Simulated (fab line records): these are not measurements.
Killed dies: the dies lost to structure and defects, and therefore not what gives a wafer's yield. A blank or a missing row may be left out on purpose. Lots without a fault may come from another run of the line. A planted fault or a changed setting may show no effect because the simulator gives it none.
Chamber matching -- flow nand harc -- NHARC_A_STAIRCASE_DEP_325 on pecvd-01 has 3 sister chambers
The step deposits SiO2, target thk 7200 nm. 16 wafers are shown with their chamber, then 8 later ones without.

## WAFERS, EACH WITH ITS CHAMBER
wafer,chamber,heater power w (W),heater power outer w (W),mfc precursor sccm (sccm)
L075.2,0,666,446,200.6
L075.3,1,853,509,201.1
L075.4,0,551,355,200.6
L079.2,2,853,490,199.7
L079.3,0,660,427,199.5
L079.5,1,723,411,200.7
L083.2,1,893,533,200.4
L083.3,0,568,358,200.0
L083.6,0,536,331,200.3
L085.2,2,776,461,200.4
L085.5,2,727,400,200.5
L085.6,0,536,337,200.2
L088.3,2,769,441,199.3
L088.4,0,525,348,199.7
L088.6,2,751,414,200.1
L091.1,0,645,407,199.5

SIGNATURES, as means of the wafers listed above
reading,chamber 0,chamber 1,chamber 2,scatter within a chamber
heater power w,585.88,823.00,775.20,62.3
heater power outer w,376.12,484.33,441.20,45.7
mfc precursor sccm,200.050,200.733,200.000,0.453
Rule: a wafer lies at a distance from a chamber equal to the root of the sum of squares, over the readings, of (its reading less the chamber's mean, divided by the reading's scatter). If the next closest chamber is less than 2 further off than the closest, the wafer can't be placed; otherwise it belongs to the closest. How the scatter is found: for the shown wafers, subtract from each reading the mean of its chamber, square and add these, divide the total by (wafers less chambers), then take the root.

## WAFERS MISSING THEIR CHAMBER
wafer,heater power w (W),heater power outer w (W),mfc precursor sccm (sccm)
L091.3,884,538,200.2
L091.4,742,426,200.8
L092.2,818,486,200.1
L092.4,541,333,199.9
L092.6,742,422,199.8
L097.1,907,548,199.3
L097.2,806,466,200.0
L097.6,727,401,199.7

## EACH ONE'S CHAMBER
wafer,from the rows above,in truth
L091.3,can't be placed: 1 or 2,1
L091.4,can't be placed: 1 or 2 or 0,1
L092.2,can't be placed: 2 or 1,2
L092.4,0,0
L092.6,can't be placed: 2 or 0 or 1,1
L097.1,can't be placed: 2 or 1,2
L097.2,can't be placed: 2 or 1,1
L097.6,can't be placed: 2 or 0 or 1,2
Correct placement for 1 of the 8. Cannot be placed on the basis of these rows: 7; the candidates contain the true chamber in 7. 0 placed wrongly.
